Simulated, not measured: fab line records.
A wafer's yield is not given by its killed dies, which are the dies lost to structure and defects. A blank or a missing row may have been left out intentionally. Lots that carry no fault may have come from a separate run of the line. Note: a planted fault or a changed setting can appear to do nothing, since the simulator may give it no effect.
fab line records	flow nand_harc
record lots=6	wafers=18	last_day=33
route steps=1302 shown A_CONTACT@1070 END@1302
lots with no fault: from the same line, run without faults
start_h: hours from the record's opening day to when the first of the lot's shown wafers began	wait_h: how many hours have passed since the lot's step before this one	" the same as in the row above	L1.1+2: several wafers, shown together as one row	- no value, or no start given	* or withheld: withheld	< > ~ a bound
route shown NAME@n: a module of which the file shows steps, and the number in the route of the first	usual: mean/standard deviation taken from wafers without a fault	same: alike in all rows	chamber/n: place in a boat	sites: the reading at each site	_std_site: standard deviation of those values	_edge_site: the outer-site mean with the inner-site mean subtracted	radius_mm: how far each site lies from the wafer's centre	mask NAME#n: copy n	behind: the last tool/chamber to shape the wafer	hold: what put the lot on hold/how long, in hours/how the hold closed	device: which transistor (n, p or np) failed to switch	end of line: the tests these same wafers got at the end of their route	where a step has no rows: the recipe by itself	killed: dies lost to structure and defects at the first sort, not the wafer's yield	map: shows each die of a wafer: x if killed, . if not, _ if none is there
set.NAME: the run value of the setting; set.NAME@STEP: its run value at that earlier step	model.NAME: the simulator's own value behind a step, which no gauge read
lots seen at some steps along the route; tables by step, rows by wafer
services: when a tool's chamber went out of use (start_h, in hours from the record's first day, below 0 if earlier), for how many hours, and the reason
## steps
# step NHARC_A_CONTACT_COAT_86
# recipe temp_c=260	time_s=75
# step NHARC_A_CONTACT_COAT_87
# recipe temp_c=225	time_s=65
# step NHARC_A_CONTACT_COAT_02
# recipe spin_rpm=1500	resist_thk_nm=90
# step NHARC_A_CONTACT_SOFTBAKE_03
# recipe temp_c=105	time_s=55
# step NHARC_A_CONTACT_EBR_04
# step NHARC_A_CONTACT_EXPOSE_05
# recipe na=1.35	sigma_outer=0.8	dose_mj=84.24	mask_id=A_CC
# step NHARC_A_CONTACT_PEB_06
# recipe peb_temp_c=100	peb_time_s=65
# step NHARC_A_CONTACT_DEVELOP_07
# recipe develop_time_s=35	dev_temp_c=23
# step NHARC_A_CONTACT_CD_MEAS_08
# recipe target_cd_nm=200	landing_energy_ev=500
# usual cd_nm=199.8/0.5
lot.wafer	tool	chamber	start_h	wait_h	cd_nm
L704.2	cd_sem-03	0	510.46	-	199.1
L704.3	"	0	"	"	199.2
L704.6	"	0	"	"	199.7
L708.2	cd_sem-02	0	549.88	-	199.7
L708.4	"	0	"	"	199.0
L708.6	"	0	"	"	199.7
L709.1	cd_sem-02	0	566.78	-	201.1
L709.2	"	0	"	"	200.0
L709.4	"	0	"	"	199.7
L726.2	cd_sem-02	0	726.83	-	199.5
L726.3	"	0	"	"	200.8
L726.4	"	0	"	"	200.0
L725.1	cd_sem-01	0	732.41	-	200.3
L725.3	"	0	"	"	201.4
L725.4	"	0	"	"	199.7
L727.2	cd_sem-01	0	742.79	-	200.0
L727.3	"	0	"	"	199.0
L727.6	"	0	"	"	199.8
# step NHARC_A_CONTACT_OVL_MEAS_09
# usual overlay_x_nm=-0.1/0.93	overlay_y_nm=0.2/0.73
lot.wafer	tool	chamber	start_h	wait_h	overlay_x_nm	overlay_y_nm
L704.2	overlay-02	-	510.54	-	-0.1	1.1
L704.3	"	-	"	"	-0.1	0.7
L704.6	"	-	"	"	-0.4	0.7
L708.2	overlay-02	-	549.98	-	-0.3	0.0
L708.4	"	-	"	"	-0.7	0.6
L708.6	"	-	"	"	-0.3	0.0
L709.1	overlay-01	-	566.86	-	-0.4	0.4
L709.2	"	-	"	"	-0.5	0.8
L709.4	"	-	"	"	-1.0	0.6
L726.2	overlay-01	-	726.92	-	-0.1	-0.6
L726.3	"	-	"	"	-0.5	0.5
L726.4	"	-	"	"	0.2	-0.1
L725.1	overlay-01	-	732.50	-	0.9	1.0
L725.3	"	-	"	"	0.8	0.9
L725.4	"	-	"	"	1.0	0.7
L727.2	overlay-02	-	742.88	-	-1.8	-0.9
L727.3	"	-	"	"	-2.3	-0.9
L727.6	"	-	"	"	-1.9	-1.4
# step NHARC_A_CONTACT_INSPECT_10
# usual raw_defect_count=86/25
lot.wafer	tool	chamber	start_h	wait_h	raw_defect_count
L704.2	defect_inspect-01	-	510.58	0.0	122
L704.3	"	-	"	"	124
L704.6	"	-	"	"	111
L708.2	defect_inspect-02	-	550.01	0.0	113
L708.4	"	-	"	"	102
L708.6	"	-	"	"	113
L709.1	defect_inspect-01	-	566.90	0.0	122
L709.2	"	-	"	"	101
L709.4	"	-	"	"	110
L726.2	defect_inspect-01	-	726.96	0.0	73
L726.3	"	-	"	"	65
L726.4	"	-	"	"	67
L725.1	defect_inspect-02	-	732.53	0.0	84
L725.3	"	-	"	"	93
L725.4	"	-	"	"	110
L727.2	defect_inspect-01	-	742.91	0.0	67
L727.3	"	-	"	"	79
L727.6	"	-	"	"	60
# step NHARC_A_CONTACT_DESCUM_13
# recipe time_s=3	o2_flow_sccm=200	ar_flow_sccm=0	bias_power_w=0	chemistry=O2
# usual drypump_motor_current_A=5.7/0.56	oes_product_au=1.006/0.0099	rf_vpp_V=57.7/0.92	showerhead_plenum_p_Torr=1.89/0.11	throttle_valve_pct=11.310/0.0094
lot.wafer	tool	chamber	start_h	wait_h	drypump_motor_current_A	oes_product_au	rf_hours_counter_h	rf_vpp_V	showerhead_plenum_p_Torr	throttle_valve_pct
L704.2	rie_diel-01	3	510.65	0.1	6.3	1.003	20	57.0	1.83	11.309
L704.3	"	0	"	"	6.0	0.994	19	57.2	1.81	11.313
L704.6	"	2	"	"	5.0	1.011	-	56.5	1.93	11.332
L708.2	rie_diel-01	0	550.09	0.1	6.0	1.003	26	57.6	1.81	11.315
L708.4	"	3	"	"	6.3	1.006	-	57.2	1.82	11.294
L708.6	"	1	"	"	5.0	1.000	-	58.3	2.07	11.340
L709.2	rie_diel-01	1	566.97	0.1	5.0	1.000	0	58.3	2.07	11.306
L709.1	"	3	"	"	6.3	1.007	0	57.6	1.82	11.320
L709.4	"	0	"	"	6.0	1.012	-	57.4	1.81	11.314
L726.2	rie_diel-01	3	727.02	0.1	6.3	1.011	29	57.0	1.81	11.321
L726.3	"	1	"	"	4.9	1.015	29	58.9	2.06	11.307
L726.4	"	0	"	"	6.0	1.023	-	57.2	1.80	11.299
L725.1	rie_diel-01	3	732.61	0.1	6.3	1.015	31	57.9	1.81	11.319
L725.3	"	0	"	"	6.0	1.015	32	56.8	1.80	11.325
L725.4	"	1	"	"	5.0	1.019	-	58.8	2.06	11.315
L727.2	rie_diel-11	0	742.99	0.1	6.3	0.990	38	58.1	1.85	11.322
L727.3	"	1	"	"	5.8	0.990	41	56.4	1.82	11.324
L727.6	"	3	"	"	5.4	1.028	-	57.4	2.02	11.300
# step NHARC_A_CONTACT_ETCH_88
# recipe target_depth_a=390	over_etch_frac=0.3	time_s=65	ion_energy_ev=80	cf4_flow_sccm=150	ar_flow_sccm=0	rf_w=300	bias_w=100	chemistry=CF4
# usual bias_w=100.0/0.3	cf4_flow_sccm=150.0/0.45	drypump_motor_current_A=5.7/0.57	oes_product_au=1.007/0.0097	rf_vpp_V=151.0/1.4	showerhead_plenum_p_Torr=1.75/0.092	throttle_valve_pct=13.284/0.0089
lot.wafer	tool	chamber	start_h	wait_h	bias_w	cf4_flow_sccm	drypump_motor_current_A	oes_product_au	rf_hours_counter_h	rf_vpp_V	showerhead_plenum_p_Torr	throttle_valve_pct
L704.3	rie_diel-01	2	510.75	0.1	100.1	150.5	4.9	1.013	21	150.0	1.78	13.287
L704.2	"	1	"	"	100.2	150.2	4.9	0.991	21	153.3	1.90	13.285
L704.6	"	3	"	"	99.7	150.7	6.3	1.004	-	151.3	1.69	13.275
L708.2	rie_diel-01	3	550.18	0.1	100.1	149.8	6.3	1.008	26	150.1	1.69	13.279
L708.6	"	1	"	"	100.1	150.5	5.0	0.989	-	152.1	1.90	13.282
L708.4	"	0	"	"	99.6	150.5	6.0	1.000	-	148.3	1.68	13.281
L709.1	rie_diel-01	3	567.06	0.1	100.0	149.6	6.3	1.017	0	150.0	1.69	13.284
L709.2	"	1	"	"	99.9	150.8	4.9	1.004	0	153.4	1.90	13.280
L709.4	"	0	"	"	100.1	150.6	6.0	1.014	-	149.9	1.68	13.288
L726.2	rie_diel-01	3	727.13	0.1	100.0	149.8	6.3	1.017	29	149.2	1.68	13.290
L726.3	"	0	"	"	99.7	148.7	6.0	0.793	30	149.7	1.67	13.286
L726.4	"	3	"	"	99.9	149.9	6.3	1.009	-	150.4	1.68	13.272
L725.3	rie_diel-01	0	732.70	0.1	100.2	149.8	6.0	0.795	32	149.5	1.67	13.284
L725.1	"	1	"	"	99.9	150.3	4.9	1.013	31	151.9	1.89	13.276
L725.4	"	3	"	"	99.3	150.1	6.3	1.012	-	147.9	1.68	13.261
L727.2	rie_diel-11	1	743.06	0.1	99.9	150.2	5.8	0.997	41	149.1	1.69	13.279
L727.3	"	0	"	"	99.5	150.0	6.2	0.989	39	151.5	1.71	13.295
L727.6	"	2	"	"	99.9	150.3	5.5	0.995	-	153.6	1.90	13.305
# step NHARC_A_CONTACT_ETCH_89
# recipe target_depth_a=2600	over_etch_frac=0.3	time_s=475.3	ion_energy_ev=200	n2_flow_sccm=150	h2_flow_sccm=150	ar_flow_sccm=0	rf_w=400	bias_w=150	chemistry=N2/H2
# usual bias_w=150.0/0.44	drypump_motor_current_A=5.7/0.55	oes_product_au=1.005/0.01	rf_vpp_V=430/3.2	showerhead_plenum_p_Torr=2.02/0.12	throttle_valve_pct=14.170/0.0092
lot.wafer	tool	chamber	start_h	wait_h	bias_w	drypump_motor_current_A	oes_product_au	rf_hours_counter_h	rf_vpp_V	showerhead_plenum_p_Torr	throttle_valve_pct
L704.3	rie_diel-01	1	-	-	149.7	5.0	1.016	21	434	2.21	14.167
L704.2	"	2	"	"	149.7	4.9	1.017	21	432	2.05	14.159
L704.6	"	1	"	"	150.1	5.0	1.015	-	435	2.21	14.170
L708.2	rie_diel-01	0	-	-	149.3	6.0	0.999	26	428	1.93	14.180
L708.4	"	0	"	"	149.9	6.0	0.990	-	426	1.93	14.186
L708.6	"	3	"	"	150.4	6.3	1.000	-	427	1.94	14.176
L709.1	rie_diel-01	3	-	-	149.8	6.3	1.008	0	428	1.94	14.171
L709.2	"	0	"	"	149.8	6.0	1.001	0	426	1.92	14.172
L709.4	"	1	"	"	150.1	4.9	0.999	-	435	2.21	14.178
L726.2	rie_diel-01	1	-	-	149.3	5.0	1.006	29	434	2.20	14.160
L726.3	"	3	"	"	150.1	6.3	1.007	29	428	1.93	14.184
L726.4	"	1	"	"	150.4	5.0	1.009	-	434	2.20	14.172
L725.3	rie_diel-01	0	-	-	150.5	6.0	1.022	32	426	1.91	14.165
L725.1	"	1	"	"	150.1	5.0	1.028	31	435	2.20	14.181
L725.4	"	1	"	"	150.3	5.0	1.013	-	434	2.20	14.172
L727.2	rie_diel-11	2	-	-	150.3	5.5	1.000	37	434	2.20	14.175
L727.3	"	3	"	"	150.1	5.4	1.010	40	433	2.16	14.170
L727.6	"	2	"	"	150.1	5.5	1.004	-	436	2.20	14.163
# step NHARC_END_SORT_01
# recipe temp_c=25
# usual killed_at_array=62/15	killed_at_other=0.8/1	killed_at_periphery=3.7/2.6	killed_dies=66/15	killed_open=3.1/1.8	killed_short=2.6/1.7
# same gross_dies=677
lot.wafer	tool	chamber	start_h	wait_h	killed_at_array	killed_at_other	killed_at_periphery	killed_dies	killed_open	killed_short
L704.2	prober-01	0	566.45	2.8	58	0	3	61	5	1
L704.3	prober-01	0	567.26	3.1	74	1	3	78	3	6
L704.6	prober-01	0	569.70	4.1	40	0	5	45	4	0
L726.2	prober-01	0	776.01	2.8	58	0	7	65	3	3
L726.3	prober-01	0	776.81	3.1	670	0	7	677	3	2
L725.1	prober-02	0	783.00	2.5	55	1	4	60	5	3
L725.3	prober-02	0	784.61	3.1	675	0	2	677	3	3
L725.4	prober-02	0	785.41	3.4	65	3	7	75	2	1
L727.2	prober-01	0	793.56	2.8	52	3	3	58	4	3
L727.3	prober-01	0	794.36	3.1	60	5	2	67	2	3
L727.6	prober-01	0	796.77	4.0	48	2	3	53	2	1
# killed by level:class
L704.2 A_CHANNEL_HOLE_D2:chamber_film_flake=27 A_CHANNEL_HOLE_D1:chamber_film_flake=18 A_WL_FILL:chamber_film_flake=5 A_ONON_D2:geometric_particle:open=2 A_CHANNEL_FILL_D2:geometric_particle:open=2 P_CONTACT:chamber_film_flake=2 A_ONON_D1:geometric_particle:short=1 A_CONTACT:geometric_particle:open=1
L704.3 A_CHANNEL_HOLE_D2:chamber_film_flake=36 A_CHANNEL_HOLE_D1:chamber_film_flake=28 P_CONTACT:chamber_film_flake=2 P_M2:geometric_particle:short=1 A_ONON_D1:geometric_particle:short=1 A_DECK1_JOINT:geometric_particle:short=1 A_CHANNEL_FILL_D2:geometric_particle:open=1 A_WL_FILL:geometric_particle:short=1
L704.6 A_CHANNEL_HOLE_D1:chamber_film_flake=20 A_CHANNEL_HOLE_D2:chamber_film_flake=15 P_CONTACT:chamber_film_flake=4 A_ONON_D1:geometric_particle:open=2 P_GATE:geometric_particle:open=1 A_CONTACT:geometric_particle:open=1 A_STAIRCASE:chamber_film_flake=1 A_CONTACT:chamber_film_flake=1
L726.2 A_SLIT:chamber_film_flake=41 A_STAIRCASE:chamber_film_flake=5 P_GATE:chamber_film_flake=4 A_DECK1_JOINT:geometric_particle:short=2 P_ZERO_WELL:chamber_film_flake=2 A_CHANNEL_HOLE_D1:chamber_film_flake=2 A_CONTACT:chamber_film_flake=2 A_CHANNEL_FILL_D2:geometric_particle:short=1
L726.3 A_CONTACT:area_etch=625 A_SLIT:chamber_film_flake=34 P_STI:chamber_film_flake=4 A_CHANNEL_HOLE_D1:chamber_film_flake=4 P_GATE:chamber_film_flake=2 P_M0:geometric_particle:short=1 A_CHANNEL_FILL_D1:geometric_particle:open=1 A_DECK1_JOINT:geometric_particle:open=1
L725.1 A_CHANNEL_HOLE_D2:chamber_film_flake=28 A_CHANNEL_HOLE_D1:chamber_film_flake=8 A_SLIT:chamber_film_flake=5 A_STAIRCASE:chamber_film_flake=3 A_CONTACT:chamber_film_flake=3 P_GATE:geometric_particle:open=1 P_CONTACT:geometric_particle:short=1 P_CONTACT:geometric_particle:open=1
L725.3 A_CONTACT:area_etch=601 A_CHANNEL_HOLE_D2:chamber_film_flake=28 A_CHANNEL_HOLE_D1:chamber_film_flake=14 A_SLIT:chamber_film_flake=8 A_STAIRCASE:chamber_film_flake=7 A_CONTACT:chamber_film_flake=6 A_CHANNEL_FILL_D1:chamber_film_flake=2 A_WL_FILL:chamber_film_flake=2
L725.4 A_CHANNEL_HOLE_D2:chamber_film_flake=34 A_CHANNEL_HOLE_D1:chamber_film_flake=9 A_CONTACT:chamber_film_flake=8 A_STAIRCASE:chamber_film_flake=7 P_ZERO_WELL:chamber_film_flake=5 A_SLIT:chamber_film_flake=4 THIN_TSV:chamber_film_flake=3 P_M0:geometric_particle:open=2
L727.2 A_SLIT:chamber_film_flake=33 A_CONTACT:chamber_film_flake=8 A_DECK1_JOINT:chamber_film_flake=4 THIN_TSV:chamber_film_flake=3 P_CONTACT:geometric_particle:open=2 A_CHANNEL_FILL_D1:geometric_particle:open=2 A_STAIRCASE:chamber_film_flake=2 P_M2:geometric_particle:short=1
L727.3 A_SLIT:chamber_film_flake=39 A_CONTACT:chamber_film_flake=12 THIN_TSV:chamber_film_flake=5 A_STAIRCASE:chamber_film_flake=2 P_M1:geometric_particle:open=1 A_ONON_D1:geometric_particle:short=1 A_ONON_D2:geometric_particle:short=1 A_CHANNEL_HOLE_D2:geometric_particle:open=1
L727.6 A_SLIT:chamber_film_flake=32 A_CONTACT:chamber_film_flake=8 A_CHANNEL_HOLE_D2:chamber_film_flake=3 P_STI:chamber_film_flake=2 THIN_TSV:chamber_film_flake=2 A_ONON_D1:geometric_particle:open=1 A_ONON_D1:geometric_particle:short=1 A_M0:geometric_particle:open=1
# map L725.3 (x killed, . not)
____________x____________
_________xxxxxxx_________
_______xxxxxxxxxxx_______
______xxxxxxxxxxxxx______
_____xxxxxxxxxxxxxxx_____
____xxxxxxxxxxxxxxxxx____
____xxxxxxxxxxxxxxxxx____
___xxxxxxxxxxxxxxxxxxx___
___xxxxxxxxxxxxxxxxxxx___
__xxxxxxxxxxxxxxxxxxxxx__
__xxxxxxxxxxxxxxxxxxxxx__
_xxxxxxxxxxxxxxxxxxxxxxx_
_xxxxxxxxxxxxxxxxxxxxxxx_
_xxxxxxxxxxxxxxxxxxxxxxx_
_xxxxxxxxxxxxxxxxxxxxxxx_
_xxxxxxxxxxxxxxxxxxxxxxx_
xxxxxxxxxxxxxxxxxxxxxxxxx
xxxxxxxxxxxxxxxxxxxxxxxxx
xxxxxxxxxxxxxxxxxxxxxxxxx
xxxxxxxxxxxxxxxxxxxxxxxxx
xxxxxxxxxxxxxxxxxxxxxxxxx
_xxxxxxxxxxxxxxxxxxxxxxx_
_xxxxxxxxxxxxxxxxxxxxxxx_
_xxxxxxxxxxxxxxxxxxxxxxx_
_xxxxxxxxxxxxxxxxxxxxxxx_
_xxxxxxxxxxxxxxxxxxxxxxx_
__xxxxxxxxxxxxxxxxxxxxx__
__xxxxxxxxxxxxxxxxxxxxx__
___xxxxxxxxxxxxxxxxxxx___
___xxxxxxxxxxxxxxxxxxx___
____xxxxxxxxxxxxxxxxx____
____xxxxxxxxxxxxxxxxx____
_____xxxxxxxxxxxxxxx_____
______xxxxxxxxxxxxx______
_______xxxxxxxxxxx_______
_________xxxxxxx_________
____________x____________
# map L726.3 (x killed, . not)
____________x____________
_________xxxxxxx_________
_______xxxxxxxxxxx_______
______xxxxxxxxxxxxx______
_____xxxxxxxxxxxxxxx_____
____xxxxxxxxxxxxxxxxx____
____xxxxxxxxxxxxxxxxx____
___xxxxxxxxxxxxxxxxxxx___
___xxxxxxxxxxxxxxxxxxx___
__xxxxxxxxxxxxxxxxxxxxx__
__xxxxxxxxxxxxxxxxxxxxx__
_xxxxxxxxxxxxxxxxxxxxxxx_
_xxxxxxxxxxxxxxxxxxxxxxx_
_xxxxxxxxxxxxxxxxxxxxxxx_
_xxxxxxxxxxxxxxxxxxxxxxx_
_xxxxxxxxxxxxxxxxxxxxxxx_
xxxxxxxxxxxxxxxxxxxxxxxxx
xxxxxxxxxxxxxxxxxxxxxxxxx
xxxxxxxxxxxxxxxxxxxxxxxxx
xxxxxxxxxxxxxxxxxxxxxxxxx
xxxxxxxxxxxxxxxxxxxxxxxxx
_xxxxxxxxxxxxxxxxxxxxxxx_
_xxxxxxxxxxxxxxxxxxxxxxx_
_xxxxxxxxxxxxxxxxxxxxxxx_
_xxxxxxxxxxxxxxxxxxxxxxx_
_xxxxxxxxxxxxxxxxxxxxxxx_
__xxxxxxxxxxxxxxxxxxxxx__
__xxxxxxxxxxxxxxxxxxxxx__
___xxxxxxxxxxxxxxxxxxx___
___xxxxxxxxxxxxxxxxxxx___
____xxxxxxxxxxxxxxxxx____
____xxxxxxxxxxxxxxxxx____
_____xxxxxxxxxxxxxxx_____
______xxxxxxxxxxxxx______
_______xxxxxxxxxxx_______
_________xxxxxxx_________
____________x____________
## services
tool	chamber	start_h	hours	kind
rie_diel-01	0	487.89	-	clean
rie_diel-01	1	487.89	-	clean
rie_diel-01	2	487.89	-	clean
rie_diel-01	3	487.89	-	clean
rie_diel-01	0	512.39	-	clean
rie_diel-01	1	512.39	-	clean
rie_diel-01	2	512.39	-	clean
rie_diel-01	3	512.39	-	clean
rie_diel-01	0	536.89	-	clean
rie_diel-01	1	536.89	-	clean
rie_diel-01	2	536.89	-	clean
rie_diel-01	3	536.89	-	clean
rie_diel-01	-	557.82	9.0	pm
rie_diel-01	0	557.82	9.0	vent_cycle
rie_diel-01	1	557.82	9.0	vent_cycle
rie_diel-01	2	557.82	11.7	vent_cycle
rie_diel-01	3	557.82	9.0	vent_cycle
rie_diel-01	0	566.82	-	clean
rie_diel-01	1	566.82	-	clean
rie_diel-01	3	566.82	-	clean
rie_diel-11	2	580.32	2.7	repair
rie_diel-01	0	591.32	-	clean
rie_diel-11	-	610.70	9.0	pm
rie_diel-11	2	643.46	6.4	repair
## key
first_sign step=NHARC_A_CONTACT_ETCH_88	reading=oes_product_au	direction=down	sigmas=22	usual=1.007	struck=0.794
effect step=NHARC_END_SORT_01	reading=killed_at_array	direction=up	sigmas=40	usual=62	struck=672
more_kills_born_at NHARC_A_CONTACT_ETCH_88@rie_diel-01=1226
met_at NHARC_A_CONTACT_ETCH_88
struck_wafers L725.3,L726.3
later_rows_left_out L725.3,L726.3
tester_left_out L725,L726
onset_between 567.06 727.13
fault kind=process_parameter_drift	tool=rie_diel-01	chamber=0	onset_h=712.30	steps=NHARC_A_CONTACT_ETCH_88	channel=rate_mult	offset=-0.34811	shape=step	end_h=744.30
# tester_left_out: of these lots the tester's yield and bins aren't shown, on N5 and GAA mostly nor the transistor test; their killed dies are dies lost to structure and defects alone, not to doping, threshold or leakage, so they don't give the yield
# later_rows_left_out: the simulator's readings of these wafers behind a module that went badly wrong aren't trusted and aren't shown, but for the sort
